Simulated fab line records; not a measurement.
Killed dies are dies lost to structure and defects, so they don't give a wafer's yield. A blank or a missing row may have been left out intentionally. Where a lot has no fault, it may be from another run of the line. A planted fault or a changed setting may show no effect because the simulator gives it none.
Matching of chambers || flow n5 finfet || 4 sister chambers for N5_BEOL_M1_ETCH_77 on rie diel-02
The step etches underlayer in N2/H2, target depth 6.5 nm, time 5.2 s. 4 wafers are shown with their chamber, then 8 later ones without.

## WAFERS WITH THEIR CHAMBER
{"wafer": "L085.1", "chamber": 3, "drypump motor current A (A)": 6.4}
{"wafer": "L085.5", "chamber": 2, "drypump motor current A (A)": 6.3}
{"wafer": "L087.6", "chamber": 1, "drypump motor current A (A)": 5.1}
{"wafer": "L091.2", "chamber": 0, "drypump motor current A (A)": 6.4}

## WAFERS WITHOUT THEIR CHAMBER
{"wafer": "L091.3", "drypump motor current A (A)": 6.3}
{"wafer": "L091.5", "drypump motor current A (A)": 6.4}
{"wafer": "L093.1", "drypump motor current A (A)": 5.1}
{"wafer": "L093.2", "drypump motor current A (A)": 6.5}
{"wafer": "L093.6", "drypump motor current A (A)": 5.1}
{"wafer": "L094.3", "drypump motor current A (A)": 6.5}
{"wafer": "L094.4", "drypump motor current A (A)": 5.0}
{"wafer": "L094.6", "drypump motor current A (A)": 6.3}

## WHICH CHAMBER EACH ONE RAN IN
{"wafer": "L091.3", "from the rows above": "can't be placed: 2 or 0 or 3", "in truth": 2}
{"wafer": "L091.5", "from the rows above": "can't be placed: 0 or 3 or 2", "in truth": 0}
{"wafer": "L093.1", "from the rows above": 1, "in truth": 1}
{"wafer": "L093.2", "from the rows above": "can't be placed: 0 or 3 or 2", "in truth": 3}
{"wafer": "L093.6", "from the rows above": 1, "in truth": 1}
{"wafer": "L094.3", "from the rows above": "can't be placed: 0 or 3 or 2", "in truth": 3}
{"wafer": "L094.4", "from the rows above": 1, "in truth": 1}
{"wafer": "L094.6", "from the rows above": "can't be placed: 2 or 0 or 3", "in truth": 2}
Placed correctly: 3 of 8. From these rows, 5 cannot be placed; in 5 the true chamber is one of the candidates. Wrongly placed: 0.
How it was worked out, from the rows above alone: a wafer's distance from a chamber is the root of the sum, over the readings, of the square of ((its reading less the chamber's mean) divided by the reading's scatter). If the next closest chamber is less than 2 further off than the closest, the wafer can't be placed; otherwise it belongs to the closest. For every chamber, the mean is computed from those of its wafers that are shown. The scatter: root of mean squared gap, hidden wafer to nearest shown wafer, with one shown wafer a chamber.
